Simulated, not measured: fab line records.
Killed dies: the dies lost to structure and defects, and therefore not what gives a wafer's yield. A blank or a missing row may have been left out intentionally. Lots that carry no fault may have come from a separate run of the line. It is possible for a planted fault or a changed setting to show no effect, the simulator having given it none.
Chamber matching | flow n5 finfet | rie diel-03 running N5_BEOL_M1_ETCH_74: 4 sister chambers
The step etches underlayer in N2/H2, target depth 6.5 nm, time 5.2 s. 4 wafers are shown with their chamber, then 12 later ones without.

== WAFERS WITH THEIR CHAMBER ==
wafer  | chamber | showerhead plenum p Torr (Torr)
L085.6 | 2       | 2.40
L086.1 | 3       | 2.72
L086.4 | 1       | 2.65
L086.5 | 0       | 2.69

== WAFERS MISSING THEIR CHAMBER ==
wafer  | showerhead plenum p Torr (Torr)
L088.1 | 2.69
L088.2 | 2.72
L088.4 | 2.65
L092.3 | 2.69
L092.5 | 2.69
L092.6 | 2.64
L093.4 | 2.72
L093.5 | 2.69
L093.6 | 2.40
L096.1 | 2.40
L096.2 | 2.68
L096.4 | 2.64

== WHICH CHAMBER EACH WENT THROUGH ==
wafer  | from the rows above | in truth
L088.1 | 0                   | 0
L088.2 | 3                   | 3
L088.4 | 1                   | 1
L092.3 | 0                   | 0
L092.5 | 0                   | 0
L092.6 | 1                   | 1
L093.4 | 3                   | 3
L093.5 | 0                   | 0
L093.6 | 2                   | 2
L096.1 | 2                   | 2
L096.2 | 0                   | 0
L096.4 | 1                   | 1
12 of 12 placed correctly. Number that these rows cannot place: 0. Wrongly placed: 0.
How it was worked out, from the rows above alone: a wafer's distance from a chamber is the root of the sum, over the readings, of the square of ((its reading less the chamber's mean) divided by the reading's scatter). If the next closest chamber is less than 2 further off than the closest, the wafer can't be placed; otherwise it belongs to the closest. Each chamber's mean is taken over the wafers shown for it. The scatter (one wafer shown for each chamber): square how far every hidden wafer sits from the nearest shown wafer, average those squares and take the square root.
